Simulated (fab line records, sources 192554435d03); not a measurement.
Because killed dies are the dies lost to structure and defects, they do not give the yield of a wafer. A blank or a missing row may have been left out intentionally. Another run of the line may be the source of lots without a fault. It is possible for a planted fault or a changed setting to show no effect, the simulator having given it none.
fab line records	flow n5Finfet
record lots=7	wafers=21	lastDay=17
route steps=1938 shown SD_EPI_P@307 SD_ACTIVATION@330 ILD0@335 SDB@347 MOL_CONTACT_COAG@538
lots that met no fault: from a run of the same line without faults
startH: start of the lot's first displayed wafer, in hours after the record's first day	waitH: hours since the lot's step before	" identical to the entry in the row above	L1.1+2: a row that stands for several wafers	- no value, or no start was given	* or withheld: withheld	< > ~ a bound
route shown NAME@n: NAME is a module with steps in the file, n the number in the route of the first one	usual: mean/standard deviation taken from wafers without a fault	same: alike in all rows	chamber/n: place in a boat	sites: each site's reading	_std_site: standard deviation of those values	_edge_site: outer sites' mean less inner sites'	radiusMm: how far each site lies from the wafer's centre	mask NAME#n: copy n	behind: the last tool/chamber to shape the wafer	hold: why the lot was held/for how many hours/how that ended	device: the transistor (n, p or np) that didn't switch	end of line: the route-end tests of the same wafers	for a step that has no rows: nothing shown but its recipe	killed: at the first sort, the dies lost to defects and structure; wafer yield is something else	map: a wafer's dies, x killed, . not, _ none there
set.NAME: the setting that was run; set.NAME@STEP: the one run at that earlier step	model.NAME: the simulator's own value behind a step, which no gauge read
lots at selected steps of the route; one table per step, one row per wafer
services: from which hour (startH, from the record's first day; less than 0 if before it) a tool's chamber was out of use, for how many hours, and why
## steps
# step N5_SD_EPI_P_ETCH_36
# recipe chemistry=CF4	target=SiARC	targetDepthA=455	maskMaterial=CAR-ArF-block	timeS=75.8	ionEnergyEv=80	pressureMtorr=40	sourceW=545	biasW=36	Ar_flow_sccm=100	cf4FlowSccm=100	ends=cleared
# usual biasW=36.00/0.1	drypumpMotorCurrentA=5.89/0.26	etchRfOnTimeS=74.8/2.7	oesProductAu=0.67/0.069	rfVppV=184.3/1.1	showerheadPlenumPTorr=2.16/0.056	throttleValvePct=15.55/0.21
lot.wafer	tool	chamber	startH	waitH	biasW	drypumpMotorCurrentA	etchRfOnTimeS	oesProductAu	rfHoursCounterH	rfVppV	showerheadPlenumPTorr	throttleValvePct
L561.1	rieDiel-02	1	69.74	0.0	35.95	5.99	73.0	0.77	24	184.5	2.27	15.28
L561.3	"	2	"	"	36.08	5.95	74.3	0.67	127	183.1	2.15	15.32
L561.4	"	0	"	"	35.84	5.49	77.5	0.58	242	184.1	2.12	15.82
L562.3	rieDiel-02	0	70.59	0.0	36.08	5.51	76.4	0.58	242	183.1	2.12	15.82
L562.4	"	2	"	"	35.96	5.92	73.1	0.68	127	185.5	2.15	15.30
L562.6	"	0	"	"	35.92	5.45	75.8	0.59	-	184.5	2.12	15.80
L568.1	rieDiel-06	0	109.64	0.0	36.09	5.80	74.3	0.63	154	184.7	2.22	15.60
L568.2	"	3	"	"	36.17	5.76	81.2	0.60	196	184.6	2.15	15.97
L568.4	"	1	"	"	35.99	6.53	78.0	0.75	35	184.8	2.20	15.31
L569.1	rieDiel-03	3	114.70	0.0	36.01	5.86	77.0	0.61	205	184.8	2.20	15.53
L569.4	"	1	"	"	35.86	5.48	78.7	0.60	187	184.0	2.12	15.91
L569.5	"	3	"	"	35.82	5.81	77.1	0.62	-	185.1	2.20	15.53
L570.2	rieDiel-02	0	118.91	0.0	36.06	5.51	76.8	0.58	250	183.1	2.12	15.83
L570.4	"	3	"	"	35.95	6.14	74.9	0.58	247	183.3	2.12	15.75
L570.5	"	0	"	"	35.88	5.49	77.2	0.58	-	184.3	2.12	15.83
L575.1	rieDiel-06	2	149.83	0.0	35.92	6.05	71.2	0.63	189	183.0	2.10	15.57
L575.3	"	1	"	"	36.06	6.55	78.0	0.73	45	185.7	2.20	15.32
L575.4	"	3	"	"	36.09	5.78	80.6	0.59	206	183.2	2.14	16.00
L581.1	rieDiel-02	0	188.71	0.0	36.10	5.46	77.5	0.77	20	184.0	2.12	15.44
L581.2	"	1	"	"	36.01	5.97	72.5	0.73	65	186.2	2.25	15.35
L581.4	"	3	"	"	35.86	6.14	72.1	0.80	12	184.1	2.12	15.34
# step N5_SD_EPI_P_ETCH_37
# recipe chemistry=N2/H2	target=SOC	overetchA=1080	maskMaterial=SiARC	tempC=40	ionEnergyEv=100	sourceW=3000	biasW=133	pressureMtorr=20	timeS=486	n2FlowSccm=200	h2FlowSccm=200	ends=endPoint
# step N5_SD_EPI_P_STRIP_38
# recipe chemistry=N2/H2	tempC=40	n2FlowSccm=200	h2FlowSccm=200	rfFrequencyHz=6e+07
# step N5_SD_EPI_P_ETCHBACK_46
# recipe chemistry=CH3F/O2	mode=anisotropicEtchback	target=SiNx	targetDepthA=175	stopOn=SiO2	overEtchFrac=0.3	ionEnergyEv=120	pressureMtorr=30	sourceW=395	biasW=73	Ar_flow_sccm=150	CH3F_flow_sccm=30	O2_flow_sccm=20
# step N5_SD_EPI_P_ETCH_47
# recipe chemistry=CH3F/O2	target=SiOCN	targetDepthA=250	maskMaterial=SOC	ionEnergyEv=60	biasW=29	pressureMtorr=30	sourceW=410	Ar_flow_sccm=150	CH3F_flow_sccm=30	O2_flow_sccm=20
# step N5_SD_EPI_P_ETCH_16
# recipe chemistry=CHF3/O2	target=SiO2	targetDepthA=50	maskMaterial=SOC	pressureMtorr=30	sourceW=650	biasW=170	Ar_flow_sccm=200	CHF3_flow_sccm=50	O2_flow_sccm=5	ionEnergyEv=200
# usual O2_flow_sccm=5.002/0.014	biasW=170.0/0.52	drypumpMotorCurrentA=5.89/0.26	oes_o_777_au=0.78/0.074	oesProductAu=0.78/0.079	rfVppV=521/22	showerheadPlenumPTorr=2.43/0.065	throttleValvePct=18.82/0.19
lot.wafer	tool	chamber	startH	waitH	O2_flow_sccm	biasW	drypumpMotorCurrentA	oes_o_777_au	oesProductAu	rfHoursCounterH	rfVppV	showerheadPlenumPTorr	throttleValvePct
L561.1	rieDiel-02	1	70.32	0.1	5.007	170.2	5.98	0.87	0.91	25	540	2.56	18.61
L561.3	"	2	"	"	5.009	169.6	5.97	0.82	0.78	127	502	2.44	18.70
L561.4	"	0	"	"	5.002	169.3	5.47	0.66	0.69	242	539	2.37	18.91
L562.3	rieDiel-02	0	71.17	0.1	4.984	170.2	5.47	0.66	0.69	243	538	2.37	18.92
L562.4	"	2	"	"	4.983	169.6	5.94	0.81	0.77	127	502	2.44	18.68
L562.6	"	0	"	"	4.980	170.3	5.44	0.66	0.69	-	539	2.37	18.92
L568.1	rieDiel-06	0	110.22	0.1	5.008	169.9	5.78	0.77	0.74	154	526	2.49	18.87
L568.2	"	3	"	"	5.004	171.1	5.79	0.72	0.70	196	513	2.40	19.21
L568.4	"	1	"	"	5.012	169.0	6.49	0.88	0.88	35	545	2.47	18.61
L569.1	rieDiel-03	3	115.28	0.1	5.015	169.9	5.87	0.72	0.71	206	533	2.47	18.72
L569.4	"	1	"	"	5.013	170.6	5.50	0.68	0.71	187	544	2.41	19.30
L569.5	"	3	"	"	5.025	169.4	5.82	0.71	0.72	-	535	2.47	18.72
L570.2	rieDiel-02	0	119.49	0.1	5.001	170.3	5.48	0.66	0.68	250	539	2.36	18.93
L570.4	"	3	"	"	4.998	171.1	6.15	0.71	0.67	248	490	2.38	18.92
L570.5	"	0	"	"	5.011	169.6	5.49	0.66	0.68	-	539	2.36	18.91
L575.1	rieDiel-06	2	150.41	0.1	4.991	170.1	6.08	0.75	0.71	189	517	2.36	18.80
L575.3	"	1	"	"	5.005	169.8	6.50	0.86	0.86	46	546	2.47	18.63
L575.4	"	3	"	"	4.986	168.6	5.80	0.71	0.68	206	515	2.40	19.23
L581.1	rieDiel-02	0	189.29	0.1	5.003	170.2	5.49	0.86	0.91	20	538	2.36	18.64
L581.2	"	1	"	"	5.005	169.7	5.98	0.80	0.84	66	541	2.54	18.67
L581.4	"	3	"	"	4.977	169.3	6.15	0.93	0.91	12	488	2.38	18.62
# step N5_SD_EPI_P_STRIP_50
# recipe chemistry=CHF3/O2	resist=SiARC	rfFrequencyHz=6e+07
# step N5_SD_EPI_P_SD_RECESS_17
# recipe chemistry=HBr/Cl2/O2	targetDepthA=391	btTimeS=3	pressureMtorr=10	icpW=800	biasW=112	HBr_flow_sccm=150	Cl2_flow_sccm=80	O2_flow_sccm=12
# step N5_SD_EPI_P_WET_ETCH_45
# recipe chemistry=dHF	dilution=withheld	timeS=10.7	target=SiO2	targetDepthA=20	tempC=25	dry=ipaMarangoni	rinseTimeS=30	rinseTempC=23
# step N5_SD_EPI_P_STRIP_40
# recipe chemistry=N2/H2	powerW=1000	tempC=250	h2Frac=0.65	overashFraction=0.3	pressureMtorr=withheld	n2FlowSccm=1750	h2FlowSccm=3250
# step N5_SD_EPI_P_PRECLEAN_52
# recipe chemistry=O3/DIW	timeS=60	tempC=22	o3Ppm=10
# step N5_SD_EPI_P_SRD_20
# recipe dry=ipaMarangoni	doPpb=5	timeS=30	tempC=23	rinseLiquid=diw
# step N5_SD_EPI_P_PRECLEAN_51
# recipe chemistry=NF3:NH3	afsCycles=1	tempC=30	timeS=20	sublimationTempC=180	sublimationTimeS=60	pressureTorr=3	rfPowerW=30
# usual afsCycles=1/0	chamberPressureTorr=3.000/0.0067	timeS=20/0
lot.wafer	tool	chamber	startH	waitH	afsCycles	chamberPressureTorr	timeS	model.SiNx_of_SD_EPI_N_LINER_46.thkNm
L561.1	epiRpcvd-02	0	70.70	0.0	1	3.000	20	2.6
L561.3	"	0	"	"	1	2.991	20	2.6
L561.4	"	0	"	"	1	2.993	20	2.6
L562.3	epiRpcvd-01	0	71.61	0.1	1	2.984	20	2.6
L562.4	"	0	"	"	1	2.993	20	2.6
L562.6	"	0	"	"	1	2.998	20	2.6
L568.1	epiRpcvd-03	-	110.61	0.0	-	-	-	3
L568.2	"	-	"	"	-	-	-	3
L568.4	"	-	"	"	-	-	-	3
L569.1	epiRpcvd-03	-	115.66	0.0	-	-	-	3
L569.4	"	-	"	"	-	-	-	3
L569.5	"	-	"	"	-	-	-	3
L570.2	epiRpcvd-01	-	119.90	0.1	-	-	-	3
L570.4	"	-	"	"	-	-	-	3
L570.5	"	-	"	"	-	-	-	3
L575.1	epiRpcvd-01	0	150.78	0.0	1	3.010	20	2.6
L575.3	"	0	"	"	1	3.008	20	2.6
L575.4	"	0	"	"	1	3.009	20	2.6
L581.1	epiRpcvd-01	0	189.66	0.0	1	3.006	20	2.6
L581.2	"	0	"	"	1	3.003	20	2.6
L581.4	"	0	"	"	1	3.006	20	2.6
# step N5_SD_EPI_P_VAPOR_ETCH_44
# recipe chemistry=NF3/Ar	target=SiGe30	tempC=25	timeS=3.3	mode=isotropic
# step N5_SD_EPI_P_EPI_21
# recipe material=SiGe:B	dopant=B	tempC=550	pressureTorr=20	ambient=H2	timeS=355
# same timeS=355
lot.wafer	tool	chamber	startH	waitH	model.SiGe-B_of_SD_EPI_P_EPI_21.thkNm
L561.1	epiRpcvd-02	0	71.06	0.1	62.2
L561.3	"	0	"	"	63
L561.4	"	0	"	"	62
L562.3	epiRpcvd-01	0	72.63	0.8	60
L562.4	"	0	"	"	60.2
L562.6	"	0	"	"	59.8
L568.1	epiRpcvd-03	0	111.09	0.2	0.6
L568.2	"	0	"	"	2
L568.4	"	0	"	"	1.2
L569.1	epiRpcvd-03	0	116.30	0.3	1.4
L569.4	"	0	118.22	2.0	2
L569.5	"	0	"	"	1.2
L570.2	epiRpcvd-01	0	120.59	0.5	0.4
L570.4	"	0	"	"	1.6
L570.5	"	0	"	"	0.6
L575.1+3+4	epiRpcvd-01	0	151.14	0.1	60.4
L581.1	epiRpcvd-01	0	190.02	0.1	61.2
L581.2+4	"	0	"	"	61
# step N5_SD_EPI_P_HM_STRIP_48
# recipe chemistry=H3PO4	tempC=160	material=SiNx	target=SiNx	targetDepthA=30	overetchFraction=0.3
# step N5_SD_EPI_P_SRD_49
# recipe dry=ipaMarangoni	timeS=30	tempC=23	rinseLiquid=diw
# step N5_SD_EPI_P_PRECLEAN_24
# recipe chemistry=O3/DIW	timeS=45	tempC=22	o3Ppm=10
# step N5_SD_EPI_P_PRECLEAN_32
# recipe chemistry=dHF	timeS=10	dilution=500:1	tempC=25
# step N5_SD_EPI_P_PRECLEAN_33
# recipe chemistry=SC2	timeS=45	tempC=35	mix=1:1:50
# step N5_SD_EPI_P_SRD_25
# recipe timeS=30	tempC=23	rinseLiquid=diw	dry=ipaMarangoni
# step N5_SD_EPI_P_INSPECT_26
# recipe inspectInstrument=darkfield	mode=postEpi
# usual rawDefectCount=165/37
lot.wafer	tool	chamber	startH	waitH	rawDefectCount
L561.1	defectInspect-02	-	73.43	0.0	148
L561.3	"	-	"	"	175
L561.4	"	-	"	"	154
L562.3	defectInspect-02	-	74.33	0.0	276
L562.4	"	-	"	"	179
L562.6	"	-	"	"	140
L568.1	defectInspect-02	-	114.18	0.0	131
L568.2	"	-	"	"	143
L568.4	"	-	"	"	165
L569.1	defectInspect-01	-	120.35	0.0	125
L569.4	"	-	"	"	152
L569.5	"	-	"	"	103
L570.2	defectInspect-01	-	122.60	0.0	189
L570.4	"	-	"	"	160
L570.5	"	-	"	"	128
L575.1	defectInspect-02	-	153.53	0.0	147
L575.3	"	-	"	"	155
L575.4	"	-	"	"	170
L581.1	defectInspect-02	-	192.39	0.0	135
L581.2	"	-	"	"	137
L581.4	"	-	"	"	123
# step N5_SD_ACTIVATION_RTA_00
# recipe tempC=975	timeS=0	ambient=N2	idleTempC=600	rampUpCPerS=150	rampDownCPerS=60	coolToC=600
# step N5_SD_ACTIVATION_LSA_01
# recipe tempC=1080	timeS=0.0008	ambient=N2
# step N5_SD_ACTIVATION_INSPECT_02
# recipe inspectInstrument=darkfield	mode=postAnneal
# usual rawDefectCount=165/37
lot.wafer	tool	chamber	startH	waitH	rawDefectCount
L561.1	defectInspect-01	-	74.18	0.2	149
L561.3	"	-	"	"	179
L561.4	"	-	"	"	170
L562.3	defectInspect-02	-	75.18	0.1	283
L562.4	"	-	"	"	185
L562.6	"	-	"	"	144
L568.1	defectInspect-01	-	114.94	0.2	133
L568.2	"	-	"	"	150
L568.4	"	-	"	"	175
L569.1	defectInspect-01	-	121.10	0.2	115
L569.4	"	-	"	"	149
L569.5	"	-	"	"	109
L570.2	defectInspect-01	-	123.35	0.1	190
L570.4	"	-	"	"	170
L570.5	"	-	"	"	124
L575.1	defectInspect-02	-	154.42	0.2	133
L575.3	"	-	"	"	166
L575.4	"	-	"	"	172
L581.1	defectInspect-01	-	193.22	0.2	147
L581.2	"	-	"	"	144
L581.4	"	-	"	"	118
# step N5_ILD0_LINER_00
# recipe material=SiNx	targetThkA=40	tempC=400	aldPrecursorFamily=SiH2I2	aldCoReactant=N2/H2-plasma	pulseTimeS=1	purgeTimeS=2	coReactantPurgeTimeS=2	aldCycles=80	pressureTorr=2
# usual heaterPowerW=811/79	precursorPulseHeightRel=1.002/0.019
# same aldCycles=80
lot.wafer	tool	chamber	startH	waitH	heaterPowerW	precursorPulseHeightRel
L561.1	aldSin-03	0	74.22	0.0	872	1.031
L561.3	"	1	"	"	849	0.970
L561.4	"	2	"	"	788	1.000
L562.3	aldSin-02	0	75.21	0.0	732	1.022
L562.4	"	2	"	"	861	0.966
L562.6	"	3	"	"	690	0.995
L568.1	aldSin-01	1	115.45	0.5	738	0.988
L568.2	"	2	"	"	895	0.993
L568.4	"	3	"	"	725	1.006
L569.1	aldSin-03	0	121.14	0.0	834	0.957
L569.4	"	2	"	"	794	1.018
L569.5	"	2	"	"	796	0.990
L570.2	aldSin-01	2	123.39	0.0	908	0.993
L570.4	"	1	"	"	728	1.010
L570.5	"	3	"	"	749	1.004
L575.1	aldSin-01	0	154.46	0.0	941	0.987
L575.3	"	1	"	"	755	1.040
L575.4	"	2	"	"	922	1.019
L581.1	aldSin-01	0	193.26	0.0	900	1.007
L581.2	"	2	"	"	901	1.038
L581.4	"	3	"	"	754	1.002
# step N5_ILD0_FCVD_FILL_01
# recipe material=SiO2_flowable	targetThkA=2000	tempC=100	pressureTorr=0.8	rfW=2000	timeS=328.3
# step N5_ILD0_CURE_02
# recipe tempC=450	timeS=1800	ambient=steam	idleTempC=400	rampUpCPerMin=5	rampDownCPerMin=3	densificationPH2oTorr=640
# step N5_ILD0_CMP_03
# recipe stopOn=SiNx	tOverpolishS=1.9	postCmpClean=alkalineBrush	downForcePsi=4.1491	platenRpm=51.796	padVelocityMS=1.0306	targetThkNm=197.38
# step N5_ILD0_THK_MEAS_04
# usual thkNm=197.3/1.7
lot.wafer	tool	chamber	startH	waitH	thkNm
L561.1	filmMetro-02	-	76.88	-	196.2
L561.3	"	-	"	"	199.3
L561.4	"	-	"	"	198.9
L562.3	filmMetro-02	-	77.87	-	196.9
L562.4	"	-	"	"	198.4
L562.6	"	-	"	"	198.7
L568.1	filmMetro-02	-	118.11	-	195.9
L568.2	"	-	"	"	198.6
L568.4	"	-	"	"	198.3
L569.1	filmMetro-01	-	124.33	-	200.9
L569.4	"	-	"	"	198.0
L569.5	"	-	"	"	198.5
L570.2	filmMetro-01	-	126.18	-	195.6
L570.4	"	-	"	"	197.8
L570.5	"	-	"	"	195.2
L575.1	filmMetro-01	-	157.12	-	197.6
L575.3	"	-	"	"	198.4
L575.4	"	-	"	"	198.1
L581.1	filmMetro-01	-	195.93	-	195.6
L581.2	"	-	"	"	198.0
L581.4	"	-	"	"	196.1
# step N5_ILD0_CMP_07
# recipe stopOn=poly-Si	material=SiO2_flowable	tOverpolishS=1.18	postCmpClean=alkalineBrush	downForcePsi=4.1491	platenRpm=51.796	padVelocityMS=1.0306	targetThkNm=138.88
# usual motorCurrentA=12.6/1.2	platenRpm=51.80/0.037
lot.wafer	tool	chamber	startH	waitH	motorCurrentA	platenRpm
L561.4	cmp-04	0	76.91	0.0	11.8	51.71
L561.1	"	1	"	"	12.9	51.83
L561.3	"	2	"	"	12.9	51.80
L562.4	cmp-03	3	77.94	0.1	12.1	51.80
L562.3	"	0	"	"	13.0	51.75
L562.6	"	2	"	"	11.1	51.78
L568.4	cmp-03	2	118.14	0.0	11.0	51.79
L568.1	"	0	"	"	12.5	51.82
L568.2	"	1	"	"	14.9	51.80
L569.4	cmp-03	2	124.40	0.1	11.4	51.78
L569.1	"	3	"	"	11.6	51.86
L569.5	"	2	"	"	10.8	51.73
L570.4	cmp-01	2	126.21	0.0	10.8	51.82
L570.2	"	1	"	"	14.1	51.78
L570.5	"	3	"	"	12.2	51.77
L575.4	cmp-01	0	157.15	0.0	13.2	51.73
L575.3	"	2	"	"	10.7	51.79
L575.1	"	3	"	"	12.7	51.79
L581.2	cmp-04	0	195.96	0.0	13.4	51.80
L581.4	"	1	"	"	12.8	51.86
L581.1	"	3	"	"	12.2	51.81
# step N5_ILD0_THK_MEAS_08
# usual thkNm=139.5/1.6
lot.wafer	tool	chamber	startH	waitH	thkNm
L561.1	filmMetro-02	-	77.21	-	141.8
L561.3	"	-	"	"	137.2
L561.4	"	-	"	"	139.2
L562.3	filmMetro-01	-	78.20	-	140.8
L562.4	"	-	"	"	140.0
L562.6	"	-	"	"	138.0
L568.1	filmMetro-01	-	118.43	-	140.8
L568.2	"	-	"	"	140.5
L568.4	"	-	"	"	139.5
L569.1	filmMetro-01	-	124.65	-	139.0
L569.4	"	-	"	"	136.6
L569.5	"	-	"	"	139.0
L570.2	filmMetro-01	-	126.51	-	139.2
L570.4	"	-	"	"	139.0
L570.5	"	-	"	"	140.0
L575.1	filmMetro-01	-	157.44	-	140.1
L575.3	"	-	"	"	139.1
L575.4	"	-	"	"	137.2
L581.1	filmMetro-01	-	196.26	-	139.9
L581.2	"	-	"	"	140.3
L581.4	"	-	"	"	142.9
# step N5_ILD0_PRECLEAN_10
# recipe chemistry=NF3:NH3	afsCycles=5	timeS=20	tempC=30	sublimationTempC=180	sublimationTimeS=60	pressureTorr=3	rfPowerW=30
# step N5_ILD0_ALD_15
# recipe material=SiNx	targetThkA=240	tempC=400	aldPrecursorFamily=SiH2I2	aldCoReactant=N2/H2-plasma	pulseTimeS=1	aldCycles=480	purgeTimeS=2	coReactantPurgeTimeS=2	pressureTorr=2
# step N5_ILD0_CMP_12
# recipe stopOn=poly-Si	material=SiNx	tOverpolishS=6	postCmpClean=alkalineBrush	downForcePsi=2.5	platenRpm=51.8	padVelocityMS=1.0307	targetThkNm=17.67
# step N5_ILD0_THK_MEAS_13
# usual thkNm=18.5/1.6
lot.wafer	tool	chamber	startH	waitH	thkNm
L561.1	filmMetro-02	-	80.52	-	16.5
L561.3	"	-	"	"	19.6
L561.4	"	-	"	"	22.3
L562.3	filmMetro-02	-	81.41	-	18.8
L562.4	"	-	"	"	18.3
L562.6	"	-	"	"	17.9
L568.1	filmMetro-01	-	121.65	-	16.5
L568.2	"	-	"	"	18.5
L568.4	"	-	"	"	18.9
L569.1	filmMetro-02	-	127.94	-	16.9
L569.4	"	-	"	"	17.7
L569.5	"	-	"	"	18.0
L570.2	filmMetro-01	-	129.91	-	18.6
L570.4	"	-	"	"	18.8
L570.5	"	-	"	"	21.4
L575.1	filmMetro-01	-	160.67	-	16.9
L575.3	"	-	"	"	16.6
L575.4	"	-	"	"	17.5
L581.1	filmMetro-01	-	199.48	-	21.6
L581.2	"	-	"	"	19.1
L581.4	"	-	"	"	16.8
# step N5_ILD0_INSPECT_06
# recipe inspectInstrument=darkfield	mode=postCmp
# usual rawDefectCount=35/14
lot.wafer	tool	chamber	startH	waitH	rawDefectCount
L561.1	defectInspect-02	-	80.55	0.0	20
L561.3	"	-	"	"	45
L561.4	"	-	"	"	40
L562.3	defectInspect-02	-	81.44	0.0	33
L562.4	"	-	"	"	59
L562.6	"	-	"	"	33
L568.1	defectInspect-02	-	121.67	0.0	22
L568.2	"	-	"	"	42
L568.4	"	-	"	"	41
L569.1	defectInspect-02	-	127.96	0.0	14
L569.4	"	-	"	"	52
L569.5	"	-	"	"	28
L570.2	defectInspect-01	-	129.94	0.0	46
L570.4	"	-	"	"	30
L570.5	"	-	"	"	30
L575.1	defectInspect-02	-	160.69	0.0	33
L575.3	"	-	"	"	29
L575.4	"	-	"	"	27
L581.1	defectInspect-02	-	199.51	0.0	13
L581.2	"	-	"	"	25
L581.4	"	-	"	"	41
# step N5_SDB_HM_DEP_00
# recipe material=SiNx	targetThkA=400	tempC=400	precursor=SiH4/NH3/N2	pressureTorr=1.5	rfW=300	timeS=35.3
# usual heaterPowerW=782/100	showerheadPlenumPTorr=5.13/0.042	throttleValvePct=39.2/2.3
# same timeS=35.3
lot.wafer	tool	chamber	startH	waitH	heaterPowerW	showerheadPlenumPTorr	throttleValvePct
L561.1	pecvd-01	2	80.59	0.0	840	5.12	39.2
L561.3	"	1	"	"	813	5.17	37.2
L561.4	"	2	"	"	838	5.12	39.1
L562.3	pecvd-02	2	81.47	0.0	811	5.16	40.3
L562.4	"	1	"	"	845	5.12	40.8
L562.6	"	2	"	"	800	5.15	40.0
L568.1	pecvd-02	2	121.71	0.0	880	5.15	40.5
L568.2	"	0	"	"	687	5.16	45.8
L568.4	"	1	"	"	886	5.11	40.8
L569.1	pecvd-04	2	128.00	0.0	722	5.20	37.1
L569.4	"	0	"	"	874	5.13	37.1
L569.5	"	2	"	"	745	5.19	37.4
L570.2	pecvd-01	1	129.97	0.0	816	5.12	37.3
L570.4	"	2	"	"	721	5.13	39.2
L570.5	"	1	"	"	811	5.15	37.3
L575.1	pecvd-04	2	160.73	0.0	768	5.20	37.4
L575.3	"	1	"	"	659	5.05	40.5
L575.4	"	0	"	"	985	5.13	37.0
L581.1	pecvd-01	1	199.55	0.0	708	5.13	36.9
L581.2	"	0	"	"	854	5.10	38.8
L581.4	"	2	"	"	707	5.12	39.8
# step N5_SDB_COAT_03
# recipe resist=SOC	tempC=250	timeS=60	spinRpm=1500	resistThkNm=100
# step N5_MOL_CONTACT_COAG_ETCH_110
# recipe chemistry=CF4/O2	target=Si	targetDepthA=25	timeS=8	pressureMtorr=100	sourceW=200	biasW=12	ionEnergyEv=60	Ar_flow_sccm=100	cf4FlowSccm=100	O2_flow_sccm=10
# usual O2_flow_sccm=10.001/0.029	biasW=12.00/0.034	drypumpMotorCurrentA=5.3/0.47	oes_o_777_au=0.75/0.089	oesProductAu=0.75/0.096	rfVppV=129/4.9	showerheadPlenumPTorr=2.20/0.078	throttleValvePct=10.80/0.29
# same timeS=8
lot.wafer	tool	chamber	startH	waitH	O2_flow_sccm	biasW	drypumpMotorCurrentA	oes_o_777_au	oesProductAu	rfHoursCounterH	rfVppV	showerheadPlenumPTorr	throttleValvePct	model.SiGe-B_of_SD_EPI_P_EPI_21.thkNm
L561.1	rieDiel-05	1	102.82	0.0	9.971	11.96	6.5	0.74	0.76	140	129	2.16	10.76	59.4
L561.3	"	3	"	"	10.024	12.05	4.9	0.80	0.78	156	120	2.13	10.79	60
L561.4	"	0	"	"	10.012	12.00	5.9	0.66	0.67	243	128	2.18	10.87	59
L562.3	rieDiel-04	0	106.12	0.0	9.966	12.05	5.5	0.68	0.70	223	129	2.20	11.21	57.2
L562.4	"	1	"	"	9.960	11.96	5.3	0.68	0.67	229	130	2.10	10.92	57.4
L562.6	"	0	"	"	9.954	12.01	5.4	0.69	0.70	-	129	2.20	11.21	57
L568.1	rieDiel-05	2	148.64	0.0	9.950	12.03	5.2	0.84	0.86	57	129	2.26	10.36	0.6
L568.2	"	1	"	"	10.003	11.96	6.4	0.73	0.74	163	130	2.15	10.83	2
L568.4	"	0	"	"	10.040	12.03	6.0	0.95	0.98	2	130	2.17	10.18	1.2
L569.1	rieDiel-04	1	151.49	0.0	10.029	12.01	5.3	0.67	0.65	247	130	2.09	10.96	1.4
L569.4	"	2	"	"	9.992	12.00	5.3	0.75	0.72	180	124	2.13	10.63	1.8
L569.5	"	2	"	"	9.954	11.98	5.3	0.74	0.72	-	125	2.13	10.63	1.2
L570.2	rieDiel-01	1	153.42	0.0	9.972	12.03	4.7	0.74	0.73	187	121	2.30	10.89	0.4
L570.4	"	3	"	"	10.031	12.01	4.8	0.69	0.67	-	130	2.18	10.81	1.4
L570.5	"	1	"	"	9.971	11.95	4.7	0.75	0.73	-	122	2.30	10.92	0.6
L575.1	rieDiel-01	0	182.75	0.0	9.996	11.99	4.9	0.88	0.93	10	136	2.20	10.46	57.6
L575.3	"	1	"	"	10.028	12.00	4.7	0.74	0.72	198	123	2.29	10.92	57.4
L575.4	"	2	"	"	10.015	11.94	6.3	0.65	0.66	243	124	2.17	11.04	57.6
L581.1	rieDiel-04	2	222.72	0.0	10.022	11.99	5.3	0.72	0.70	213	123	2.12	10.71	58.4
L581.2	"	3	"	"	10.036	12.03	4.9	0.65	0.67	221	136	2.30	11.19	58.2
L581.4	"	1	"	"	10.008	11.98	5.3	0.90	0.89	21	132	2.34	10.31	58
## services
tool	chamber	startH	hours	kind
rieDiel-03	0	47.69	2.1	repair
cmp-03	-	50.71	6.3	pm
rieDiel-06	2	58.47	8.6	repair
cmp-03	-	68.20	0.2	repair
rieDiel-05	-	71.46	0.8	repair
epiRpcvd-02	-	77.21	1.2	repair
aldSin-01	0	80.20	20.4	repair
rieDiel-02	0	84.26	23.0	repair
cmp-01	-	84.84	16.2	pm
rieDiel-01	-	102.19	4.3	pm
rieDiel-01	2	107.31	5.2	repair
rieDiel-05	2	120.99	4.6	repair
aldSin-01	1	129.96	14.0	repair
cmp-03	-	134.08	1.0	repair
pecvd-01	1	151.35	5.3	repair
rieDiel-04	1	152.74	6.5	repair
pecvd-01	-	160.27	1.6	repair
cmp-03	-	173.25	0.5	repair
aldSin-01	-	176.92	14.0	pm
cmp-03	-	178.69	1.7	repair
epiRpcvd-03	-	184.54	6.0	pm
cmp-03	-	200.52	4.0	pm
aldSin-01	-	214.57	0.5	repair
aldSin-01	-	218.36	6.1	pm
## key
firstSign step=N5_SD_EPI_P_PRECLEAN_51	reading=toolRecord	direction=missing
effect none on later readings
modelEffect step=N5_SD_EPI_P_PRECLEAN_51	value=SiNx_of_SD_EPI_N_LINER_46.thkNm	without=2.6	struck=3
modelEffect step=N5_SD_EPI_P_EPI_21	value=SiGe-B_of_SD_EPI_P_EPI_21.thkNm	without=61.04	struck=1.222
modelEffect step=N5_MOL_CONTACT_COAG_ETCH_110	value=SiGe-B_of_SD_EPI_P_EPI_21.thkNm	without=58.16	struck=1.178
metAt N5_SD_EPI_P_PRECLEAN_51
struckWafers L568.1,L568.2,L568.4,L569.1,L569.4,L569.5,L570.2,L570.4,L570.5
sortLeftOut L568.1,L568.2,L568.4,L569.1,L569.4,L569.5,L570.2,L570.4,L570.5
testerLeftOut L568,L569,L570
onsetBetween 71.61 110.61
fault kind=skippedStepWhole	tool=epiRpcvd-01,epiRpcvd-03	chamber=-	onsetH=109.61	steps=N5_SD_EPI_P_PRECLEAN_51	scope=struckLotsOnly
# testerLeftOut: of these lots the tester's yield and bins aren't shown, on N5 and GAA mostly nor the transistor test; their killed dies are dies lost to structure and defects alone, not to doping, threshold or leakage, so they don't give the yield
# sortLeftOut: the simulated sort isn't trusted on such a fault, so these wafers' sort isn't shown, and their yield isn't known
